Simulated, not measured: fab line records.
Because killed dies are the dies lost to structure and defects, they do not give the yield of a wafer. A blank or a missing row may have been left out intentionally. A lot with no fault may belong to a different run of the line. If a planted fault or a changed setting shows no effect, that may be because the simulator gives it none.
Chamber matching / flow nand-harc / 3 sister chambers for NHARC_A_STAIRCASE_DEP_471 on pecvd-02
The step deposits SiO2, target thk 100 nm. 3 wafers are shown with their chamber, then 11 later ones without.

WAFERS WITH THEIR CHAMBER
wafer=L090.3; chamber=2; heater-power-w (W)=745
wafer=L090.6; chamber=1; heater-power-w (W)=576
wafer=L093.2; chamber=0; heater-power-w (W)=550

WAFERS MISSING THEIR CHAMBER
wafer=L093.3; heater-power-w (W)=595
wafer=L093.4; heater-power-w (W)=631
wafer=L094.4; heater-power-w (W)=881
wafer=L094.5; heater-power-w (W)=606
wafer=L094.6; heater-power-w (W)=602
wafer=L095.2; heater-power-w (W)=534
wafer=L095.5; heater-power-w (W)=595
wafer=L095.6; heater-power-w (W)=553
wafer=L096.3; heater-power-w (W)=585
wafer=L096.4; heater-power-w (W)=727
wafer=L096.5; heater-power-w (W)=600

WHICH CHAMBER EACH ONE RAN IN
wafer=L093.3; from the rows above=can't be placed: 1 or 0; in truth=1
wafer=L093.4; from the rows above=can't be placed: 1 or 0 or 2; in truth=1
wafer=L094.4; from the rows above=2; in truth=2
wafer=L094.5; from the rows above=can't be placed: 1 or 0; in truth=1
wafer=L094.6; from the rows above=can't be placed: 1 or 0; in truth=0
wafer=L095.2; from the rows above=can't be placed: 0 or 1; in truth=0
wafer=L095.5; from the rows above=can't be placed: 1 or 0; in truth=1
wafer=L095.6; from the rows above=can't be placed: 0 or 1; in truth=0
wafer=L096.3; from the rows above=can't be placed: 1 or 0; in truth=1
wafer=L096.4; from the rows above=2; in truth=2
wafer=L096.5; from the rows above=can't be placed: 1 or 0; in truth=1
Correctly placed: 2 of 11. Not placeable from these rows: 9 (in 9, the candidates include the true chamber). 0 placed wrongly.
How it was worked out, from the rows above alone: a wafer's distance from a chamber is the root of the sum, over the readings, of the square of ((its reading less the chamber's mean) divided by the reading's scatter). The wafer belongs to the nearest chamber; if the next one is less than 2 further off, it can't be placed. A chamber's mean is the mean of its shown wafers. The scatter: with one shown wafer a chamber, the root of the mean of the squares of how far each hidden wafer lies from its nearest shown one.
